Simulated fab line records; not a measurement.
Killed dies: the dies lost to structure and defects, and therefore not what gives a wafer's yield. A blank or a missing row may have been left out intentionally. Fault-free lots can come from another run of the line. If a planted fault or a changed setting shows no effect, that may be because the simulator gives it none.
Chamber matching | flow n5Finfet | rieDiel-05 running N5_BEOL_M14_DESCUM_15: 4 sister chambers
The step chemistry O2, time 7.9 s. 4 wafers are shown with their chamber, then 7 later ones without.

WAFERS, EACH WITH ITS CHAMBER
wafer  | chamber | showerheadPlenumPTorr (Torr)
L082.5 | 0       | 2.08
L082.6 | 1       | 2.03
L085.3 | 2       | 2.06
L085.4 | 3       | 2.14

WAFERS WHOSE CHAMBER IS MISSING
wafer  | showerheadPlenumPTorr (Torr)
L085.6 | 2.14
L093.3 | 2.07
L093.5 | 2.02
L093.6 | 2.06
L097.1 | 2.02
L097.2 | 2.14
L097.6 | 2.14

CHAMBER TAKEN BY EACH
wafer  | from the rows above     | in truth
L085.6 | 3                       | 3
L093.3 | can't be placed: 2 or 0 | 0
L093.5 | 1                       | 1
L093.6 | 2                       | 2
L097.1 | 1                       | 1
L097.2 | 3                       | 3
L097.6 | 3                       | 3
Correct placement for 6 of the 7. Unplaceable from these rows: 1, with the true chamber sitting among the candidates in 1. Placed wrongly: 0.
How it was worked out, from the rows above alone: a wafer's distance from a chamber is the root of the sum, over the readings, of the square of ((its reading less the chamber's mean) divided by the reading's scatter). If the next closest chamber is less than 2 further off than the closest, the wafer can't be placed; otherwise it belongs to the closest. The mean given for a chamber averages the wafers shown for that chamber. The scatter (one wafer shown for each chamber): square how far every hidden wafer sits from the nearest shown wafer, average those squares and take the square root.
